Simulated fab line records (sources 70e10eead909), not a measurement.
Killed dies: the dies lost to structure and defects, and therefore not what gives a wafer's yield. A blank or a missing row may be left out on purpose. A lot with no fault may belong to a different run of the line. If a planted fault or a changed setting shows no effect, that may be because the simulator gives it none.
What tool caused it? | flow nand-harc | 11 lots with 33 wafers sampled at 3 steps, on a route of 1159 steps

== WHAT EACH GAUGE READ, for each wafer ==
NHARC_P_M1_THK_MEAS_24: measures by xrf.
lot  | measured     | on            | thk-nm (nm)
L075 | day 6 18:28  | film-metro-01 | 157.4 159.5 159.6
L077 | day 6 20:34  | film-metro-02 | 154.1 155.2 156.5
L078 | day 7 12:06  | film-metro-02 | 155.8 156.6 158.5
L083 | day 8 05:46  | film-metro-02 | 159.5 160.0 158.1
L085 | day 8 19:36  | film-metro-01 | 156.6 155.9 153.6
L086 | day 9 08:29  | film-metro-02 | 158.9 161.4 157.4
L087 | day 9 09:37  | film-metro-01 | 156.7 158.8 160.0
L090 | day 10 01:46 | film-metro-02 | 155.8 155.3 157.5
L091 | day 10 11:44 | film-metro-02 | 158.7 158.2 158.9
L094 | day 11 03:22 | film-metro-01 | 157.2 155.4 157.5
L097 | day 11 12:42 | film-metro-02 | 156.5 155.5 155.1

== WHAT TOOL EACH LOT RAN ON (gives the tool, then ch and the chambers of the sampled wafers, and finally the start) ==
lot  | NHARC_P_M1_ETCH_28                           | NHARC_P_M1_ANNEAL_31
L075 | rie-diel-06 ch 1,2, day 6 17:58 or earlier   | rtp-anneal-01 ch 0, day 6 17:58
L077 | rie-diel-04 ch 0,1,2, day 6 19:53 or earlier | rtp-anneal-02 ch 0, day 6 19:53
L078 | rie-diel-06 ch 0,1,2, day 7 11:29 or earlier | rtp-anneal-02 ch 0, day 7 11:29
L083 | rie-diel-01 ch 0,1,2, day 8 05:12 or earlier | rtp-anneal-02 ch 0, day 8 05:12
L085 | rie-diel-06 ch 0,1, day 8 18:56 or earlier   | rtp-anneal-01 ch 0, day 8 18:56
L086 | rie-diel-04 ch 1,3, day 9 07:49 or earlier   | rtp-anneal-01 ch 0, day 9 07:49
L087 | rie-diel-04 ch 0,3, day 9 09:00 or earlier   | rtp-anneal-01 ch 0, day 9 09:00
L090 | rie-diel-06 ch 0,3, day 10 01:06 or earlier  | rtp-anneal-01 ch 0, day 10 01:06
L091 | rie-diel-01 ch 0,1, day 10 11:05 or earlier  | rtp-anneal-01 ch 0, day 10 11:05
L094 | rie-diel-01 ch 0,1, day 11 02:48 or earlier  | rtp-anneal-01 ch 0, day 11 02:48
L097 | rie-diel-04 ch 2,3, day 11 12:02 or earlier  | rtp-anneal-02 ch 0, day 11 12:02
- NHARC_P_M1_ETCH_28: etches the open film in CF4/N2, target depth 30 nm, time 72.99 s.
- NHARC_P_M1_ANNEAL_31: time 90 s.

== THE ANSWER, worked out from the rows above alone ==
Rule: what is usual is taken from the lots themselves. Put in order of their means at a reading, lots are off if they are a third of the lots or fewer, leave a main group of 4 or more, and stand apart from it by a gap of 3 or more times the standard deviation of the main group's means; of several such gaps the widest counts. The tables above print the reading to a certain number of digits; a main group whose means all agree to those digits is not used. Also off: a lot with no number at a reading for which 4 or more lots have one. Where the step has rows for the other lots, those lots are counted as sound.
Across all readings shown, no lot is off: no conclusion can be drawn from this.

== WHAT WAS PUT IN BY THE SIMULATOR ==
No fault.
